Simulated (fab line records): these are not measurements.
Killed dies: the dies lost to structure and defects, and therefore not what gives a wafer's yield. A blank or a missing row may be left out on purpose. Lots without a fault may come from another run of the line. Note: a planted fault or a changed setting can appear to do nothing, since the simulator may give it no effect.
Problem report in the 8D (eight disciplines) form, filled by code :: flow n5-finfet :: the parts of the form that need people (team, actions taken, sign-off) are left out

## 1. THE ISSUE
Mean CJ_P at N5_BEOL_M4_RC_MEAS_101: 4.10 over 3 wafers in 2 lots; fault-free wafers: 5.77, standard deviation 0.22. Relative to the usual mean, that is a shift of -7.6 standard deviations.
First observed at day 10 21:30: wafer L982.1, on prober-01. The record has a number at this step for 31 wafers belonging to 11 lots. By rule, "out" or "out of limits" means more than 4 standard deviations away from the usual mean. The rest of the wafers with a number are treated as sound.

## 2. WHAT IT IS; WHAT IT IS NOT
question: which readings at this step
is: CJ_P, CJ_N, RS_PWELL
is not: DIBL_N, DIBL_P, IOFF_N, ION_N, SS_N, SS_P, VT_N

question: which lots
is: L982, L983
is not: L972, L976, L986, L990, L991, L992, L993, L994, L995

question: which wafers of those lots
is: L982.1, L982.3, L983.3
is not: L983.4

question: read on which gauges
is: prober-01
is not: prober-02

question: when
is: from day 10 21:30
is not: up to then (6 sound wafers); but 22 sound wafers of L983, L986, L990, L991, L992, L993, L994, L995 came after

## 3. SUSPECTS, AND WHAT RULES EACH OUT
Counting: if a tool at a process step up to the reading ran every lot that is out, it stays a suspect. Sound lots after the first of them don't rule it out here, since some wafers of a struck lot are sound.
- the gauge at N5_BEOL_M4_RC_MEAS_101: kept. All the wafers that are out were read on prober-01, and no step on other tools shows them out.
- pecvd-04 at N5_ZERO_LAYER_PECVD_02 (deposits SiO2 from SiH4/N2O, target thk 10 nm, time 6 s): kept. It ran every lot that is out, first L982 (day 4 00:17); its last sound lot up to then is L976 (day 2 12:17).
Left after counting: pecvd-04 at N5_ZERO_LAYER_PECVD_02, prober-01 at N5_BEOL_M4_RC_MEAS_101.

## 4. THE CAUSE (what the simulator had put in)
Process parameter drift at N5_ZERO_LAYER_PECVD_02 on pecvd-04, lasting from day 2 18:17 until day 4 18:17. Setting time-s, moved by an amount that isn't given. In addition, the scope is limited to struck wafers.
This tool is one of the 2 suspects left after counting.

## 5. THE CHAIN OF EFFECTS, in route order
One row per reading whose mean, taken over the struck wafers that have a number, lies over 3 standard deviations from the usual. Scope: only readings with a usual standard deviation given in the record; hours: median across lots of the time from each lot's start at the first step in this table that gives one to its start at this step; sigmas: change in usual standard deviations.
hours: 0
step: N5_BEOL_M4_RC_MEAS_101
reading: CJ_N
usual: 4.33
on struck wafers: 4.88
change: +0.55
sigmas: +5.6

hours: 0
step: N5_BEOL_M4_RC_MEAS_101
reading: CJ_P
usual: 5.77
on struck wafers: 4.10
change: -1.67
sigmas: -7.6

hours: 0
step: N5_BEOL_M4_RC_MEAS_101
reading: RS_PWELL
usual: 3010 ohm/sq
on struck wafers: 3141
change: +131
sigmas: +5.7
Later measuring or inspecting steps at which every struck wafer that the step has a row for has a number for every such reading, and none has moved that far: N5_BEOL_M5_THK_MEAS_01.

## 6. HOW IT WOULD HAVE BEEN CAUGHT EARLIER
In this record the first reading out of limits at a measuring or inspecting step was taken at day 10 21:30, 195 hours after the fault began at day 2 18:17.
An alarm limit of 4 standard deviations would not have fired on the tool readings at N5_ZERO_LAYER_PECVD_02 for which the record gives a usual standard deviation, since none of them was out on any struck wafer.
All the lots that are out (2) had begun N5_ZERO_LAYER_PECVD_02 on pecvd-04 by day 10 21:30. Tool hold at that time: it would have spared none of them.
